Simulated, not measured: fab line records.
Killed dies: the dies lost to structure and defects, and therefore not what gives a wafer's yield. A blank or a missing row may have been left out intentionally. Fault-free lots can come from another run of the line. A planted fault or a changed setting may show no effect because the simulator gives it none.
8D (eight disciplines) problem report, filled in by code	flow n5 finfet	the parts of the form that need people (team, actions taken, sign-off) are left out

1. WHAT WENT WRONG
CHAIN_V2 at N5_BEOL_M4_RC_MEAS_101 reads a mean of 372 ohm/link on 5 wafers of 3 lots; wafers without a fault read 230 ohm/link with a standard deviation of 10. Measured from the usual mean, that is +14 standard deviations.
First seen on wafer L150.4, day 12 01:59, on prober-01. Wafers with a number at this step in the record: 26, from 10 lots. By rule, "out" or "out of limits" means more than 4 standard deviations away from the usual mean. The other wafers with a number count as sound.

2. WHAT THIS IS AND IS NOT
question	is	is not
which readings at this step	CHAIN_V2, CHAIN_V2_max_site, SERP_M3	DIBL_N, DIBL_P, IOFF_N, IOFF_P, ION_N, ION_P, SS_P, VT_N, VT_P
which lots	L150, L153, L154	L134, L139, L143, L145, L151, L152, L155
which wafers of those lots	L150.4, L150.5, L153.4, L154.4, L154.5	L153.3
read on which gauges	prober-01, prober-02	-
when	from day 12 01:59	up to then (14 sound wafers); but 7 sound wafers of L152, L153, L155 came after
where on the wafer (9 sites)	all sites	-

3. WHAT RULES OUT EACH SUSPECT
Counting: a tool at a process step up to the reading stays a suspect if it ran every lot that is out. Sound lots after the first of them don't rule it out here, since some wafers of a struck lot are sound.
- the gauge at N5_BEOL_M4_RC_MEAS_101 is ruled out. The wafers that are out were read on 2 gauges (prober-01, prober-02).
- ald metal-04 at N5_BEOL_M3_ALD_84 (deposits TaN, pulse time 2 s, purge time 3 s, co reactant purge time 2 s): kept. It ran every lot that is out, first L150 (day 11 01:17); its last sound lot up to then is L143 (day 9 04:16).
The count leaves ald metal-04 at N5_BEOL_M3_ALD_84.

4. THE CAUSE (what the simulator had put in)
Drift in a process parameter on ald metal-04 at N5_BEOL_M3_ALD_84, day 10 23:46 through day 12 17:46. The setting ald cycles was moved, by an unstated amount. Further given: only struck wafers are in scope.
The count eliminated every tool but this one.

5. SEQUENCE OF EFFECTS, ordered by route
One row per reading whose mean, taken over the struck wafers that have a number, lies over 3 standard deviations from the usual. Only readings whose record carries a usual standard deviation are examined. hours: median over the lots of the time between each lot's start at the first step of this table that gives one and its start at this step. sigmas: the change, counted in usual standard deviations.
hours	step	reading	usual	on struck wafers	change	sigmas
0	N5_BEOL_M4_RC_MEAS_101	CHAIN_V2	230 ohm/link	372	+142	+14
0	N5_BEOL_M4_RC_MEAS_101	CHAIN_V2_max_site	238 ohm/link	385	+147	+13
0	N5_BEOL_M4_RC_MEAS_101	SERP_M3	194 ohm/um	277	+83	+5.2
0	N5_BEOL_M4_RC_MEAS_101	SERP_M3_max_site	205 ohm/um	293	+88	+4.6
107	N5_PASSIVATION_PROBE_49	sort_bin_8_speed	0.00 %	0.10	+0.10	+3.3
It contains these process steps:
- N5_PASSIVATION_PROBE_49

6. HOW IT WOULD HAVE BEEN CAUGHT EARLIER
In this record the first reading out of limits at a measuring or inspecting step was taken at day 12 01:59, 26 hours after the fault began at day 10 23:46.
Tool readings at N5_BEOL_M3_ALD_84 with a usual standard deviation given in the record: none out on any struck wafer, hence no alarm at a limit of 4 standard deviations on them.
Of the lots that are out (3), L153, L154 began N5_BEOL_M3_ALD_84 on ald metal-04 after day 12 01:59. A hold on the tool at that time would have spared those 2.
